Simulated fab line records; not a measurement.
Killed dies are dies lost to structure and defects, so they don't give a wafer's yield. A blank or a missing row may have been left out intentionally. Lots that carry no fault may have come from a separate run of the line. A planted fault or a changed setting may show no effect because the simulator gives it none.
Chamber matching + flow nandHarc + NHARC_A_STAIRCASE_DEP_322 on pecvd-01: 3 sister chambers
The step deposits SiO2, target thk 3800 nm. 6 wafers are shown with their chamber, then 8 later ones without.

## WAFERS, EACH WITH ITS CHAMBER
| wafer  | chamber | heaterPowerW (W) |
|--------|---------|------------------|
| L080.6 | 0       | 579              |
| L082.6 | 2       | 493              |
| L091.3 | 1       | 808              |
| L091.5 | 1       | 663              |
| L091.6 | 2       | 486              |
| L093.2 | 0       | 723              |

## WAFERS WITHOUT THEIR CHAMBER
| wafer  | heaterPowerW (W) |
|--------|------------------|
| L093.4 | 652              |
| L093.6 | 498              |
| L092.1 | 597              |
| L092.3 | 805              |
| L092.4 | 647              |
| L095.2 | 671              |
| L095.4 | 469              |
| L095.6 | 659              |

## EACH ONE'S CHAMBER
| wafer  | from the rows above          | in truth |
|--------|------------------------------|----------|
| L093.4 | can't be placed: 0 or 1 or 2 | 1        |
| L093.6 | can't be placed: 2 or 0      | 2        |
| L092.1 | can't be placed: 0 or 2 or 1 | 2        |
| L092.3 | can't be placed: 1 or 0      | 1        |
| L092.4 | can't be placed: 0 or 1 or 2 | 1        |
| L095.2 | can't be placed: 0 or 1 or 2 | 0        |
| L095.4 | can't be placed: 2 or 0      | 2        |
| L095.6 | can't be placed: 0 or 1 or 2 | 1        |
Correctly placed: 0 of 8. Not placeable from these rows: 8 (in 8, the candidates include the true chamber). 0 placed wrongly.
How it was worked out, from the rows above alone: a wafer's distance from a chamber is the root of the sum, over the readings, of the square of ((its reading less the chamber's mean) divided by the reading's scatter). If the next closest chamber is less than 2 further off than the closest, the wafer can't be placed; otherwise it belongs to the closest. For every chamber, the mean is computed from those of its wafers that are shown. The scatter is the square root of a quotient: the sum, over the shown wafers, of each reading's squared deviation from its chamber's mean, divided by wafers minus chambers.
